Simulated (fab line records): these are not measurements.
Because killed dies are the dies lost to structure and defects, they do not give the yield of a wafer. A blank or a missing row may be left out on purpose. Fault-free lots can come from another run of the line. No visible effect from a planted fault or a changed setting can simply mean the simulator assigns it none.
Matching of chambers / flow nand harc / NHARC_A_CHANNEL_FILL_D2_ALD_16 on ald hk-04 has 4 sister chambers
The step deposits SiO2, target thk 1.5 nm, pulse time 10 s, ald cycles 15. 8 wafers are shown with their chamber, then 8 later ones without.

== WAFERS WITH THEIR CHAMBER ==
wafer=L080.1; chamber=3; heater power w (W)=483; precursor pulse height rel=0.996
wafer=L080.3; chamber=2; heater power w (W)=465; precursor pulse height rel=0.983
wafer=L089.1; chamber=0; heater power w (W)=594; precursor pulse height rel=0.994
wafer=L089.6; chamber=2; heater power w (W)=467; precursor pulse height rel=0.992
wafer=L091.1; chamber=3; heater power w (W)=451; precursor pulse height rel=0.995
wafer=L091.2; chamber=0; heater power w (W)=597; precursor pulse height rel=0.956
wafer=L091.3; chamber=1; heater power w (W)=479; precursor pulse height rel=1.016
wafer=L092.4; chamber=1; heater power w (W)=489; precursor pulse height rel=1.025

== WAFERS MISSING THEIR CHAMBER ==
wafer=L092.5; heater power w (W)=479; precursor pulse height rel=1.005
wafer=L092.6; heater power w (W)=580; precursor pulse height rel=1.013
wafer=L095.3; heater power w (W)=606; precursor pulse height rel=1.024
wafer=L095.5; heater power w (W)=482; precursor pulse height rel=0.980
wafer=L095.6; heater power w (W)=467; precursor pulse height rel=1.030
wafer=L097.1; heater power w (W)=470; precursor pulse height rel=1.006
wafer=L097.2; heater power w (W)=577; precursor pulse height rel=1.025
wafer=L097.5; heater power w (W)=576; precursor pulse height rel=1.011

== THE CHAMBER EACH PASSED THROUGH ==
wafer=L092.5; from the rows above=can't be placed: 1 or 3 or 2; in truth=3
wafer=L092.6; from the rows above=0; in truth=0
wafer=L095.3; from the rows above=0; in truth=0
wafer=L095.5; from the rows above=can't be placed: 2 or 3 or 1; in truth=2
wafer=L095.6; from the rows above=can't be placed: 1 or 3 or 2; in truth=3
wafer=L097.1; from the rows above=can't be placed: 3 or 2 or 1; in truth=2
wafer=L097.2; from the rows above=0; in truth=0
wafer=L097.5; from the rows above=0; in truth=0
4 of 8 placed correctly. From these rows, 4 cannot be placed; in 4 the true chamber is one of the candidates. Wrongly placed: 0.
How it was worked out, from the rows above alone: a wafer's distance from a chamber is the root of the sum, over the readings, of the square of ((its reading less the chamber's mean) divided by the reading's scatter). The wafer belongs to the nearest chamber; if the next one is less than 2 further off, it can't be placed. A chamber's mean is the mean of its shown wafers. How the scatter is found: for the shown wafers, subtract from each reading the mean of its chamber, square and add these, divide the total by (wafers less chambers), then take the root.
